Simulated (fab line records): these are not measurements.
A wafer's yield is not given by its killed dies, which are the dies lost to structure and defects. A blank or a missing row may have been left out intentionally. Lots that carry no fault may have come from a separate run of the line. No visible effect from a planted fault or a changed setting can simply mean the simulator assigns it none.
Matching of chambers -- flow n5-finfet -- N5_BEOL_M15_STRIP_36 on rie-diel-06: 4 sister chambers
The step strips in O2. 27 wafers are shown with their chamber, then 12 later ones without.

## WAFERS, EACH WITH ITS CHAMBER
wafer,chamber,drypump-motor-current-A (A),throttle-valve-pct (%),showerhead-plenum-p-Torr (Torr)
L074.2,3,6.5,16.23,2.06
L074.5,3,6.4,16.20,2.06
L074.6,1,5.8,17.04,1.98
L077.1,1,5.7,17.04,1.98
L077.4,0,6.3,16.72,2.13
L077.5,1,5.7,17.05,1.98
L079.2,0,6.3,16.78,2.13
L079.4,2,5.6,16.47,2.16
L079.6,3,6.5,16.23,2.06
L083.1,2,5.6,16.49,2.16
L083.4,3,6.5,16.26,2.06
L083.5,0,6.3,16.80,2.13
L081.1,0,6.3,16.74,2.13
L081.4,3,6.5,16.27,2.06
L081.5,1,5.8,16.47,2.24
L086.3,0,6.3,16.80,2.13
L086.4,3,6.4,16.27,2.06
L086.6,0,6.3,16.80,2.12
L090.2,1,5.7,16.56,2.23
L090.3,0,6.3,16.83,2.12
L090.6,3,6.4,16.29,2.05
L088.1,3,6.5,16.28,2.05
L088.4,0,6.3,16.86,2.12
L088.5,0,6.3,16.79,2.12
L092.2,0,6.3,16.81,2.12
L092.4,3,6.3,16.27,2.05
L092.5,0,6.3,16.81,2.12

SIGNATURES (means of the wafers above)
reading,chamber 0,chamber 1,chamber 2,chamber 3,scatter within a chamber
drypump-motor-current-A,6.300,5.740,5.600,6.444,0.0486
throttle-valve-pct,16.7945,16.8320,16.4800,16.2556,0.125
showerhead-plenum-p-Torr,2.1245,2.0820,2.1600,2.0567,0.0584
Rule: for a wafer and a chamber, the distance is found by dividing, reading by reading, the gap between the wafer's reading and the chamber's mean by the reading's scatter, squaring, summing and taking the root. The wafer belongs to the nearest chamber; if the next one is less than 2 further off, it can't be placed. How the scatter is found: for the shown wafers, subtract from each reading the mean of its chamber, square and add these, divide the total by (wafers less chambers), then take the root.

## WAFERS WHOSE CHAMBER IS MISSING
wafer,drypump-motor-current-A (A),throttle-valve-pct (%),showerhead-plenum-p-Torr (Torr)
L093.2,5.6,16.50,2.15
L093.3,6.3,16.86,2.12
L093.5,6.3,16.84,2.12
L095.1,5.7,16.54,2.23
L095.3,5.6,16.51,2.15
L095.6,5.8,16.52,2.23
L096.2,5.6,16.54,2.15
L096.3,5.8,16.57,2.23
L096.5,5.8,16.56,2.23
L094.1,5.8,16.54,2.23
L094.4,6.5,16.32,2.05
L094.5,6.5,16.29,2.05

## EACH ONE'S CHAMBER
wafer,from the rows above,in truth
L093.2,2,2
L093.3,0,0
L093.5,0,0
L095.1,can't be placed: 2 or 1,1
L095.3,2,2
L095.6,can't be placed: 1 or 2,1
L096.2,2,2
L096.3,can't be placed: 1 or 2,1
L096.5,can't be placed: 1 or 2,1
L094.1,can't be placed: 1 or 2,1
L094.4,3,3
L094.5,3,3
Correct placement for 7 of the 12. From these rows, 5 cannot be placed; in 5 the true chamber is one of the candidates. Wrongly placed: 0.
